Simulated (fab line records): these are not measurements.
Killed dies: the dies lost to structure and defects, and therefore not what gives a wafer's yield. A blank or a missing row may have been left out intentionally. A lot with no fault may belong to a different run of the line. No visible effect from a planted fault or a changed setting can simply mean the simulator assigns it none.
fab line records | flow nand_harc
record lots=6 | wafers=18 | last_day=24
route steps=1159 shown A_SLIT@783 END@1159
lots that met no fault: taken from a fault-free run of the same line
start_h: hours from the record's opening day to when the first of the lot's shown wafers began | wait_h: hours from the lot's prior step to this one | " same as the row above | L1.1+2: one row covering several wafers at once | - no value, or no start was given | * or withheld: withheld | < > ~ a bound
route shown NAME@n: a module of which the file shows steps, and the number in the route of the first | usual: the fault-free wafers' mean and standard deviation | same: alike in all rows | chamber/n: place in a boat | sites: per-site readings | _std_site: their standard deviation | _edge_site: the outer-site mean with the inner-site mean subtracted | radius_mm: how far each site lies from the wafer's centre | mask NAME#n: copy n | behind: the most recent tool/chamber to have shaped the wafer | hold: what put the lot on hold/how long, in hours/how the hold closed | device: names the non-switching transistor (n, p or np) | end of line: the route-end tests of the same wafers | where a step has no rows: the recipe by itself | killed: not the wafer's yield, but the dies lost to structure and defects at the first sort | map: the dies of a wafer, with x for killed, . for not killed, _ for no die there
set.NAME: the run value of the setting; set.NAME@STEP: its run value at that earlier step | model.NAME: the simulator's own value behind a step, which no gauge read
certain route steps with their lots: each step a table, each wafer a row
services: the hour from which a tool's chamber was out of use, counted from the record's first day as start_h (under 0 if before that day), plus the number of hours and why
## steps
# step NHARC_A_SLIT_HMDS_02
# recipe time_s=30
# step NHARC_A_SLIT_COAT_03
# recipe spin_rpm=1500 | resist_thk_nm=90
# step NHARC_A_SLIT_SOFTBAKE_04
# recipe temp_c=105 | time_s=55
# step NHARC_A_SLIT_EBR_05
# step NHARC_A_SLIT_EXPOSE_06
# recipe na=1.35 | dose_mj=60.82 | mask_id=SLIT
# step NHARC_A_SLIT_PEB_07
# recipe peb_temp_c=100 | peb_time_s=65
# step NHARC_A_SLIT_DEVELOP_08
# recipe develop_time_s=35 | dev_temp_c=23
# step NHARC_A_SLIT_CD_MEAS_09
# recipe target_cd_nm=300 | landing_energy_ev=500
# usual cd_nm=299.7/0.52
lot.wafer | tool      | chamber | start_h | wait_h | cd_nm
L919.3    | cd_sem-02 | 0       | 316.02  | -      | 301.0
L919.5    | "         | 0       | "       | "      | 300.0
L919.6    | "         | 0       | "       | "      | 300.5
L922.1    | cd_sem-02 | 0       | 351.58  | -      | 298.8
L922.3    | "         | 0       | "       | "      | 299.3
L922.6    | "         | 0       | "       | "      | 300.1
L930.1    | cd_sem-02 | 0       | 390.40  | -      | 299.0
L930.5    | "         | 0       | "       | "      | 299.1
L930.6    | "         | 0       | "       | "      | 299.9
L929.2    | cd_sem-02 | 0       | 402.76  | -      | 299.2
L929.5    | "         | 0       | "       | "      | 300.1
L929.6    | "         | 0       | "       | "      | 299.8
L935.1    | cd_sem-02 | 0       | 421.40  | -      | 299.2
L935.2    | "         | 0       | "       | "      | 299.6
L935.5    | "         | 0       | "       | "      | 299.8
L938.2    | cd_sem-02 | 0       | 443.34  | -      | 298.9
L938.3    | "         | 0       | "       | "      | 299.2
L938.5    | "         | 0       | "       | "      | 298.6
# step NHARC_A_SLIT_OVL_MEAS_10
# usual overlay_x_nm=0.0/0.8 | overlay_y_nm=-0.1/0.9
lot.wafer | tool       | chamber | start_h | wait_h | overlay_x_nm | overlay_y_nm
L919.3    | overlay-01 | -       | 316.12  | -      | 0.6          | 1.0
L919.5    | "          | -       | "       | "      | -0.1         | 1.3
L919.6    | "          | -       | "       | "      | 0.8          | 1.6
L922.1    | overlay-01 | -       | 351.67  | -      | 1.7          | 1.5
L922.3    | "          | -       | "       | "      | 1.1          | 0.8
L922.6    | "          | -       | "       | "      | 1.8          | 1.3
L930.1    | overlay-01 | -       | 390.50  | -      | 0.9          | -0.2
L930.5    | "          | -       | "       | "      | 0.4          | -0.5
L930.6    | "          | -       | "       | "      | 0.7          | -0.4
L929.2    | overlay-02 | -       | 402.85  | -      | -0.1         | 0.4
L929.5    | "          | -       | "       | "      | -0.3         | -0.6
L929.6    | "          | -       | "       | "      | 0.2          | 0.3
L935.1    | overlay-02 | -       | 421.51  | -      | -0.7         | 0.2
L935.2    | "          | -       | "       | "      | -0.5         | 0.0
L935.5    | "          | -       | "       | "      | -0.1         | -0.3
L938.2    | overlay-02 | -       | 443.43  | -      | 0.2          | 1.6
L938.3    | "          | -       | "       | "      | 0.9          | 1.8
L938.5    | "          | -       | "       | "      | 0.3          | 1.5
# step NHARC_A_SLIT_INSPECT_11
# usual raw_defect_count=21/11
lot.wafer | tool              | chamber | start_h | wait_h | raw_defect_count
L919.3    | defect_inspect-02 | -       | 316.15  | 0.0    | 13
L919.5    | "                 | -       | "       | "      | 13
L919.6    | "                 | -       | "       | "      | 14
L922.1    | defect_inspect-01 | -       | 351.71  | 0.0    | 22
L922.3    | "                 | -       | "       | "      | 37
L922.6    | "                 | -       | "       | "      | 34
L930.1    | defect_inspect-01 | -       | 390.54  | 0.0    | 42
L930.5    | "                 | -       | "       | "      | 39
L930.6    | "                 | -       | "       | "      | 29
L929.2    | defect_inspect-02 | -       | 402.88  | 0.0    | 13
L929.5    | "                 | -       | "       | "      | 23
L929.6    | "                 | -       | "       | "      | 17
L935.1    | defect_inspect-02 | -       | 421.54  | 0.0    | 11
L935.2    | "                 | -       | "       | "      | 14
L935.5    | "                 | -       | "       | "      | 11
L938.2    | defect_inspect-01 | -       | 443.47  | 0.0    | 17
L938.3    | "                 | -       | "       | "      | 11
L938.5    | "                 | -       | "       | "      | 14
# step NHARC_A_SLIT_DESCUM_14
# recipe time_s=3 | o2_flow_sccm=200 | ar_flow_sccm=0 | bias_power_w=0 | chemistry=O2
# usual drypump_motor_current_A=5.9/0.54 | oes_product_au=1.001/0.009 | rf_vpp_V=57.7/0.96 | showerhead_plenum_p_Torr=1.89/0.087 | throttle_valve_pct=11.312/0.0096
lot.wafer | tool        | chamber | start_h | wait_h | drypump_motor_current_A | oes_product_au | rf_hours_counter_h | rf_vpp_V | showerhead_plenum_p_Torr | throttle_valve_pct
L919.3    | rie_diel-13 | 2       | 316.21  | 0.1    | 5.9                     | 1.004          | 3                  | 57.4     | 1.79                     | 11.316
L919.5    | "           | 2       | "       | "      | 5.9                     | 1.001          | -                  | 57.2     | 1.79                     | 11.304
L919.6    | "           | 3       | "       | "      | 5.0                     | 0.999          | -                  | 59.7     | 1.86                     | 11.308
L922.3    | rie_diel-12 | 2       | 351.79  | 0.1    | 6.6                     | 0.999          | 8                  | 58.2     | 2.01                     | 11.312
L922.1    | "           | 3       | "       | "      | 6.2                     | 1.008          | 9                  | 57.8     | 2.05                     | 11.301
L922.6    | "           | 2       | "       | "      | 6.6                     | 1.015          | -                  | 60.2     | 2.01                     | 11.291
L930.1    | rie_diel-13 | 0       | 390.62  | 0.1    | 6.7                     | 1.004          | 7                  | 57.4     | 1.79                     | 11.316
L930.5    | "           | 1       | "       | "      | 5.9                     | 1.005          | -                  | 58.2     | 1.94                     | 11.313
L930.6    | "           | 2       | "       | "      | 5.9                     | 1.008          | -                  | 58.8     | 1.79                     | 11.296
L929.2    | rie_diel-13 | 0       | 402.94  | 0.1    | 6.7                     | 1.005          | 8                  | 56.6     | 1.79                     | 11.299
L929.6    | "           | 0       | "       | "      | 6.7                     | 1.010          | -                  | 56.9     | 1.79                     | 11.314
L929.5    | "           | 1       | "       | "      | 6.0                     | 1.024          | -                  | 59.2     | 1.94                     | 11.319
L935.1    | rie_diel-04 | 0       | 421.61  | 0.1    | 5.8                     | 1.006          | 8                  | 57.8     | 1.90                     | 11.315
L935.2    | "           | 2       | "       | "      | 4.8                     | 0.994          | 9                  | 57.9     | 1.85                     | 11.316
L935.5    | "           | 3       | "       | "      | 6.0                     | 0.999          | -                  | 57.2     | 1.92                     | 11.306
L938.2    | rie_diel-12 | 3       | 443.53  | 0.1    | 6.2                     | 1.010          | 4                  | 58.4     | 2.05                     | 11.327
L938.3    | "           | 1       | "       | "      | 5.8                     | 1.001          | 4                  | 57.5     | 1.78                     | 11.316
L938.5    | "           | 3       | "       | "      | 6.1                     | 1.015          | -                  | 58.9     | 2.05                     | 11.310
# step NHARC_A_SLIT_ETCH_24
# recipe target_depth_a=1210 | time_s=60.5 | cf4_flow_sccm=100 | chf3_flow_sccm=30 | ar_flow_sccm=0 | rf_w=500 | bias_w=200 | chemistry=CF4/CHF3
# usual drypump_motor_current_A=5.8/0.51 | oes_product_au=0.961/0.021 | rf_vpp_V=369.9/2.4 | showerhead_plenum_p_Torr=1.55/0.066 | throttle_valve_pct=16.803/0.0094
lot.wafer | tool        | chamber | start_h | wait_h | drypump_motor_current_A | oes_product_au | rf_hours_counter_h | rf_vpp_V | showerhead_plenum_p_Torr | throttle_valve_pct
L919.3    | rie_diel-13 | 2       | 316.30  | 0.1    | 5.9                     | 0.964          | 3                  | 366.7    | 1.48                     | 16.800
L919.5    | "           | 1       | "       | "      | 6.0                     | 0.984          | -                  | 371.9    | 1.59                     | 16.806
L919.6    | "           | 2       | "       | "      | 6.0                     | 0.963          | -                  | 367.7    | 1.48                     | 16.807
L922.3    | rie_diel-12 | 3       | 351.91  | 0.1    | 6.2                     | 0.934          | 9                  | 374.2    | 1.68                     | 16.806
L922.1    | "           | 0       | "       | "      | 5.6                     | 0.933          | 8                  | 367.8    | 1.51                     | 16.802
L922.6    | "           | 3       | "       | "      | 6.2                     | 0.948          | -                  | 372.5    | 1.68                     | 16.803
L930.1    | rie_diel-13 | 2       | 390.68  | 0.1    | 5.9                     | 0.973          | 9                  | 366.3    | 1.47                     | 16.786
L930.5    | "           | 2       | "       | "      | 5.9                     | 0.963          | -                  | 368.1    | 1.47                     | 16.815
L930.6    | "           | 3       | "       | "      | 5.0                     | 0.987          | -                  | 369.7    | 1.53                     | 16.789
L929.2    | rie_diel-13 | 1       | 403.03  | 0.1    | 6.0                     | 0.976          | 10                 | 370.2    | 1.59                     | 16.815
L929.6    | "           | 0       | "       | "      | 6.7                     | 0.971          | -                  | 368.0    | 1.48                     | 16.803
L929.5    | "           | 1       | "       | "      | 6.0                     | 0.973          | -                  | 371.3    | 1.59                     | 16.807
L935.2    | rie_diel-04 | 0       | 421.69  | 0.1    | 5.8                     | 0.951          | 8                  | 370.5    | 1.57                     | 16.803
L935.1    | "           | 3       | "       | "      | 6.0                     | 0.940          | 11                 | 370.7    | 1.58                     | 16.809
L935.5    | "           | 0       | "       | "      | 5.8                     | 0.941          | -                  | 369.7    | 1.57                     | 16.805
L938.2    | rie_diel-12 | 2       | 443.61  | 0.1    | 6.7                     | 0.992          | 4                  | 373.7    | 1.64                     | 16.805
L938.3    | "           | 3       | "       | "      | 6.1                     | 0.960          | 4                  | 374.3    | 1.68                     | 16.792
L938.5    | "           | 3       | "       | "      | 6.1                     | 0.962          | -                  | 372.3    | 1.68                     | 16.806
# step NHARC_A_SLIT_ETCH_15
# recipe target_depth_a=32000 | over_etch_frac=0.3 | time_s=832 | ion_energy_ev=150 | o2_flow_sccm=400 | cos_flow_sccm=20 | ar_flow_sccm=0 | rf_w=500 | bias_w=300 | chemistry=O2/COS
# usual drypump_motor_current_A=5.9/0.55 | oes_product_au=1.003/0.0086 | rf_vpp_V=313.7/2 | showerhead_plenum_p_Torr=3.09/0.13 | throttle_valve_pct=28.330/0.0096
lot.wafer | tool        | chamber | start_h | wait_h | drypump_motor_current_A | oes_product_au | rf_hours_counter_h | rf_vpp_V | showerhead_plenum_p_Torr | throttle_valve_pct
L919.3    | rie_diel-13 | 0       | 316.50  | -      | 6.7                     | 0.995          | 3                  | 312.6    | 2.94                     | 28.334
L919.6    | "           | 2       | "       | "      | 5.9                     | 1.013          | -                  | 311.2    | 2.93                     | 28.337
L919.5    | "           | 3       | "       | "      | 5.0                     | 1.013          | -                  | 314.4    | 3.04                     | 28.344
L922.1    | rie_diel-12 | 0       | 352.17  | -      | 5.7                     | 0.998          | 8                  | 312.7    | 2.99                     | 28.318
L922.3    | "           | 3       | "       | "      | 6.2                     | 1.005          | 10                 | 316.6    | 3.33                     | 28.349
L922.6    | "           | 3       | "       | "      | 6.2                     | 1.009          | -                  | 317.9    | 3.33                     | 28.337
L930.1    | rie_diel-13 | 3       | 390.77  | -      | 5.0                     | 1.020          | 9                  | 315.0    | 3.03                     | 28.341
L930.6    | "           | 3       | "       | "      | 5.0                     | 1.008          | -                  | 311.6    | 3.03                     | 28.343
L930.5    | "           | 0       | "       | "      | 6.7                     | 0.832          | -                  | 312.3    | 2.94                     | 28.333
L929.2    | rie_diel-13 | 1       | 403.18  | -      | 6.0                     | 1.016          | 10                 | 313.8    | 3.16                     | 28.306
L929.5    | "           | 0       | "       | "      | 6.7                     | 0.833          | -                  | 313.0    | 2.94                     | 28.322
L929.6    | "           | 1       | "       | "      | 6.0                     | 1.012          | -                  | 316.2    | 3.16                     | 28.339
L935.1    | rie_diel-04 | 0       | 421.84  | -      | 5.8                     | 1.011          | 9                  | 314.3    | 3.11                     | 28.341
L935.2    | "           | 2       | "       | "      | 4.8                     | 1.004          | 10                 | 313.6    | 3.03                     | 28.324
L935.5    | "           | 0       | "       | "      | 5.8                     | 0.995          | -                  | 314.4    | 3.11                     | 28.344
L938.3    | rie_diel-12 | 1       | 443.70  | -      | 5.8                     | 0.994          | 4                  | 311.3    | 2.92                     | 28.324
L938.2    | "           | 0       | "       | "      | 5.7                     | 1.008          | 3                  | 312.9    | 2.99                     | 28.341
L938.5    | "           | 2       | "       | "      | 6.6                     | 1.010          | -                  | 316.7    | 3.26                     | 28.315
# step NHARC_A_SLIT_ETCH_17
# recipe bias_v=900 | source_w=withheld | pressure_mtorr=20 | ar_flow_sccm=375 | c4f8_flow_sccm=83.3 | o2_flow_sccm=41.7 | time_s=1687.5 | target_depth_a=1.01e+05 | chemistry=C4F8/O2/Ar
# usual drypump_motor_current_A=5.89/0.23 | esc_clamp_current_uA=0.0207/0.00021 | showerhead_plenum_p_Torr=3.60/0.058 | throttle_valve_pct=32.045/0.0096
lot.wafer | tool        | chamber | start_h | wait_h | drypump_motor_current_A | esc_clamp_current_uA | rf_hours_counter_h | showerhead_plenum_p_Torr | throttle_valve_pct
L919.3    | har_etch-02 | 1       | 325.63  | -      | 6.25                    | 0.02089              | -                  | 3.63                     | 32.052
L919.5    | "           | 1       | "       | "      | 6.24                    | 0.02084              | -                  | 3.63                     | 32.040
L919.6    | "           | 0       | "       | "      | 5.77                    | 0.02054              | -                  | 3.55                     | 32.047
L922.1    | har_etch-02 | 1       | 356.74  | -      | 6.25                    | 0.02092              | 183                | 3.62                     | 32.053
L922.3    | "           | 0       | "       | "      | 5.79                    | 0.02065              | -                  | 3.55                     | 32.045
L922.6    | "           | 1       | "       | "      | 6.29                    | 0.02089              | -                  | 3.62                     | 32.046
L930.1    | har_etch-01 | 0       | 391.61  | -      | 5.75                    | 0.02088              | 34                 | 3.58                     | 32.050
L930.5    | "           | 1       | "       | "      | 5.70                    | 0.02039              | -                  | 3.70                     | 32.060
L930.6    | "           | 0       | "       | "      | 5.72                    | 0.0209               | -                  | 3.58                     | 32.042
L929.2    | har_etch-02 | 1       | 404.43  | -      | 6.26                    | 0.02086              | 207                | 3.61                     | 32.053
L929.5    | "           | 1       | 405.43  | -      | 6.25                    | 0.02088              | -                  | 3.61                     | 32.071
L929.6    | "           | 0       | "       | "      | 5.81                    | 0.02056              | -                  | 3.53                     | 32.034
L935.1    | har_etch-01 | 1       | 423.13  | -      | 5.68                    | 0.02041              | 47                 | 3.69                     | 32.044
L935.2    | "           | 0       | "       | "      | 5.74                    | 0.02097              | 47                 | 3.58                     | 32.049
L935.5    | "           | 1       | "       | "      | 5.70                    | 0.0204               | -                  | 3.69                     | 32.043
L938.2    | har_etch-01 | 0       | 447.79  | -      | 5.76                    | 0.02086              | 61                 | 3.57                     | 32.043
L938.3    | "           | 1       | "       | "      | 5.67                    | 0.02038              | -                  | 3.68                     | 32.043
L938.5    | "           | 1       | "       | "      | 5.67                    | 0.02043              | -                  | 3.68                     | 32.041
# step NHARC_END_SORT_01
# recipe temp_c=25
# usual killed_at_array=28/11 | killed_at_other=0.6/0.85 | killed_at_periphery=2.8/2.3 | killed_dies=31/11 | killed_open=3.1/1.6 | killed_short=2.0/1.4
# same gross_dies=677
lot.wafer | tool      | chamber | start_h | wait_h | killed_at_array | killed_at_other | killed_at_periphery | killed_dies | killed_open | killed_short
L919.3    | prober-01 | 0       | 445.23  | 3.1    | 35              | 0               | 1                   | 36          | 4           | 5
L919.5    | prober-01 | 0       | 446.86  | 3.8    | 27              | 1               | 2                   | 30          | 2           | 0
L919.6    | prober-01 | 0       | 447.67  | 4.1    | 24              | 0               | 0                   | 24          | 4           | 1
L922.1    | prober-02 | 0       | 479.60  | 2.5    | 32              | 0               | 4                   | 36          | 3           | 2
L922.3    | prober-02 | 0       | 481.20  | 3.1    | 40              | 1               | 2                   | 43          | 3           | 2
L922.6    | prober-02 | 0       | 483.59  | 4.0    | 46              | 0               | 4                   | 50          | 3           | 1
L930.5    | prober-01 | 0       | 509.69  | 3.7    | 673             | 0               | 4                   | 677         | 4           | 1
L929.2    | prober-02 | 0       | 516.34  | 2.8    | 30              | 0               | 0                   | 30          | 1           | 0
L929.5    | prober-02 | 0       | 518.71  | 3.7    | 674             | 0               | 3                   | 677         | 3           | 0
L929.6    | prober-02 | 0       | 519.50  | 3.9    | 31              | 0               | 2                   | 33          | 2           | 1
# killed by level:class
L919.3 A_SLIT:chamber_film_flake=13 A_CHANNEL_FILL_D1:chamber_film_flake=5 A_WL_FILL:geometric_particle:short=3 A_CHANNEL_HOLE_D1:chamber_film_flake=3 A_CONTACT:geometric_particle:open=2 A_WL_FILL:chamber_film_flake=2 A_CONTACT:chamber_film_flake=2 A_M1:chamber_film_flake=2
L919.5 A_SLIT:chamber_film_flake=11 A_CHANNEL_FILL_D1:chamber_film_flake=6 A_STAIRCASE:chamber_film_flake=2 A_WL_FILL:chamber_film_flake=2 A_CONTACT:chamber_film_flake=2 A_M1:chamber_film_flake=2 P_GATE:geometric_particle:open=1 A_M0:geometric_particle:open=1
L919.6 A_SLIT:chamber_film_flake=8 A_CHANNEL_HOLE_D1:chamber_film_flake=5 A_CHANNEL_FILL_D1:chamber_film_flake=3 A_CONTACT:geometric_particle:open=2 A_WL_FILL:chamber_film_flake=2 A_CHANNEL_HOLE_D1:geometric_particle:short=1 A_CHANNEL_FILL_D1:geometric_particle:open=1 A_M0:geometric_particle:open=1
L922.1 A_CHANNEL_HOLE_D1:chamber_film_flake=16 A_SLIT:chamber_film_flake=9 A_M1:geometric_particle:open=3 P_GATE:chamber_film_flake=2 A_STAIRCASE:chamber_film_flake=2 P_CONTACT:geometric_particle:short=1 A_ONON_D1:geometric_particle:short=1 A_CONTACT:chamber_film_flake=1
L922.3 A_CHANNEL_HOLE_D1:chamber_film_flake=18 A_CONTACT:chamber_film_flake=6 A_STAIRCASE:chamber_film_flake=6 A_SLIT:chamber_film_flake=6 A_ONON_D1:geometric_particle:open=1 A_CHANNEL_FILL_D1:geometric_particle:short=1 A_WL_FILL:geometric_particle:short=1 A_CONTACT:geometric_particle:open=1
L922.6 A_CHANNEL_HOLE_D1:chamber_film_flake=26 A_SLIT:chamber_film_flake=13 A_CHANNEL_FILL_D1:geometric_particle:open=2 P_ZERO_WELL:chamber_film_flake=2 A_STAIRCASE:chamber_film_flake=2 A_CONTACT:chamber_film_flake=2 P_CONTACT:geometric_particle:open=1 A_WL_FILL:geometric_particle:short=1
L930.5 A_SLIT:area_etch=639 A_CHANNEL_HOLE_D1:chamber_film_flake=20 A_STAIRCASE:chamber_film_flake=4 P_ZERO_WELL:chamber_film_flake=3 A_WL_FILL:chamber_film_flake=3 A_CHANNEL_FILL_D1:geometric_particle:open=2 A_SOURCE_PLATE:geometric_particle:open=1 A_CHANNEL_FILL_D1:geometric_particle:short=1
L929.2 A_SLIT:chamber_film_flake=16 A_CHANNEL_HOLE_D1:chamber_film_flake=5 A_STAIRCASE:chamber_film_flake=4 A_CONTACT:chamber_film_flake=2 A_M0:geometric_particle:open=1 A_WL_FILL:chamber_film_flake=1 A_M1:chamber_film_flake=1
L929.5 A_SLIT:area_etch=640 A_SLIT:chamber_film_flake=15 A_STAIRCASE:chamber_film_flake=7 A_CHANNEL_HOLE_D1:chamber_film_flake=6 A_CONTACT:chamber_film_flake=3 A_M0:geometric_particle:open=2 P_GATE:chamber_film_flake=2 A_SLIT:geometric_particle:open=1
L929.6 A_SLIT:chamber_film_flake=12 A_CHANNEL_HOLE_D1:chamber_film_flake=5 A_STAIRCASE:chamber_film_flake=5 A_CONTACT:chamber_film_flake=4 A_WL_FILL:chamber_film_flake=2 A_M1:chamber_film_flake=2 P_M0:geometric_particle:short=1 P_M0:geometric_particle:open=1
# map L929.5 (x killed, . not)
____________x____________
_________xxxxxxx_________
_______xxxxxxxxxxx_______
______xxxxxxxxxxxxx______
_____xxxxxxxxxxxxxxx_____
____xxxxxxxxxxxxxxxxx____
____xxxxxxxxxxxxxxxxx____
___xxxxxxxxxxxxxxxxxxx___
___xxxxxxxxxxxxxxxxxxx___
__xxxxxxxxxxxxxxxxxxxxx__
__xxxxxxxxxxxxxxxxxxxxx__
_xxxxxxxxxxxxxxxxxxxxxxx_
_xxxxxxxxxxxxxxxxxxxxxxx_
_xxxxxxxxxxxxxxxxxxxxxxx_
_xxxxxxxxxxxxxxxxxxxxxxx_
_xxxxxxxxxxxxxxxxxxxxxxx_
xxxxxxxxxxxxxxxxxxxxxxxxx
xxxxxxxxxxxxxxxxxxxxxxxxx
xxxxxxxxxxxxxxxxxxxxxxxxx
xxxxxxxxxxxxxxxxxxxxxxxxx
xxxxxxxxxxxxxxxxxxxxxxxxx
_xxxxxxxxxxxxxxxxxxxxxxx_
_xxxxxxxxxxxxxxxxxxxxxxx_
_xxxxxxxxxxxxxxxxxxxxxxx_
_xxxxxxxxxxxxxxxxxxxxxxx_
_xxxxxxxxxxxxxxxxxxxxxxx_
__xxxxxxxxxxxxxxxxxxxxx__
__xxxxxxxxxxxxxxxxxxxxx__
___xxxxxxxxxxxxxxxxxxx___
___xxxxxxxxxxxxxxxxxxx___
____xxxxxxxxxxxxxxxxx____
____xxxxxxxxxxxxxxxxx____
_____xxxxxxxxxxxxxxx_____
______xxxxxxxxxxxxx______
_______xxxxxxxxxxx_______
_________xxxxxxx_________
____________x____________
# map L930.5 (x killed, . not)
____________x____________
_________xxxxxxx_________
_______xxxxxxxxxxx_______
______xxxxxxxxxxxxx______
_____xxxxxxxxxxxxxxx_____
____xxxxxxxxxxxxxxxxx____
____xxxxxxxxxxxxxxxxx____
___xxxxxxxxxxxxxxxxxxx___
___xxxxxxxxxxxxxxxxxxx___
__xxxxxxxxxxxxxxxxxxxxx__
__xxxxxxxxxxxxxxxxxxxxx__
_xxxxxxxxxxxxxxxxxxxxxxx_
_xxxxxxxxxxxxxxxxxxxxxxx_
_xxxxxxxxxxxxxxxxxxxxxxx_
_xxxxxxxxxxxxxxxxxxxxxxx_
_xxxxxxxxxxxxxxxxxxxxxxx_
xxxxxxxxxxxxxxxxxxxxxxxxx
xxxxxxxxxxxxxxxxxxxxxxxxx
xxxxxxxxxxxxxxxxxxxxxxxxx
xxxxxxxxxxxxxxxxxxxxxxxxx
xxxxxxxxxxxxxxxxxxxxxxxxx
_xxxxxxxxxxxxxxxxxxxxxxx_
_xxxxxxxxxxxxxxxxxxxxxxx_
_xxxxxxxxxxxxxxxxxxxxxxx_
_xxxxxxxxxxxxxxxxxxxxxxx_
_xxxxxxxxxxxxxxxxxxxxxxx_
__xxxxxxxxxxxxxxxxxxxxx__
__xxxxxxxxxxxxxxxxxxxxx__
___xxxxxxxxxxxxxxxxxxx___
___xxxxxxxxxxxxxxxxxxx___
____xxxxxxxxxxxxxxxxx____
____xxxxxxxxxxxxxxxxx____
_____xxxxxxxxxxxxxxx_____
______xxxxxxxxxxxxx______
_______xxxxxxxxxxx_______
_________xxxxxxx_________
____________x____________
## services
tool        | chamber | start_h | hours | kind
har_etch-02 | -       | 303.85  | 1.7   | repair
har_etch-01 | -       | 305.00  | 17.0  | pm
rie_diel-04 | 0       | 309.33  | 5.9   | repair
rie_diel-13 | 0       | 309.52  | -     | clean
rie_diel-13 | 1       | 309.52  | -     | clean
rie_diel-13 | 2       | 309.52  | -     | clean
rie_diel-13 | 3       | 309.52  | -     | clean
rie_diel-12 | 2       | 313.77  | 2.6   | repair
rie_diel-04 | 0       | 317.97  | 5.6   | repair
rie_diel-13 | 0       | 322.65  | 13.7  | repair
har_etch-02 | -       | 330.15  | 1.8   | repair
rie_diel-04 | 0       | 332.54  | 3.7   | repair
rie_diel-13 | 1       | 334.41  | -     | clean
rie_diel-13 | 2       | 334.41  | -     | clean
rie_diel-13 | 3       | 334.41  | -     | clean
rie_diel-12 | 1       | 334.53  | 19.0  | repair
rie_diel-13 | 0       | 354.34  | 9.4   | repair
rie_diel-13 | 1       | 358.91  | -     | clean
rie_diel-13 | 2       | 358.91  | -     | clean
rie_diel-12 | 0       | 372.53  | 5.7   | repair
rie_diel-04 | 2       | 378.15  | 10.6  | repair
rie_diel-12 | -       | 379.40  | 9.0   | pm
rie_diel-12 | 0       | 389.24  | 11.2  | repair
rie_diel-12 | 2       | 413.79  | 5.4   | repair
## key
first_sign step=NHARC_A_SLIT_ETCH_15 | reading=oes_product_au | direction=down | sigmas=20 | usual=1.003 | struck=0.833
effect step=NHARC_END_SORT_01 | reading=killed_at_array | direction=up | sigmas=57 | usual=28 | struck=674
more_kills_born_at NHARC_A_SLIT_ETCH_15@rie_diel-13=1279
met_at NHARC_A_SLIT_ETCH_15
struck_wafers L929.5,L930.5
later_rows_left_out L929.5,L930.5
tester_left_out L929,L930
onset_between 316.50 390.77
fault kind=process_parameter_drift | tool=rie_diel-13 | chamber=0 | onset_h=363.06 | steps=NHARC_A_SLIT_ETCH_15 | channel=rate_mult | offset=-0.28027 | shape=step | end_h=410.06
# tester_left_out: of these lots the tester's yield and bins aren't shown, on N5 and GAA mostly nor the transistor test; their killed dies are dies lost to structure and defects alone, not to doping, threshold or leakage, so they don't give the yield
# later_rows_left_out: the simulator's readings of these wafers behind a module that went badly wrong aren't trusted and aren't shown, but for the sort
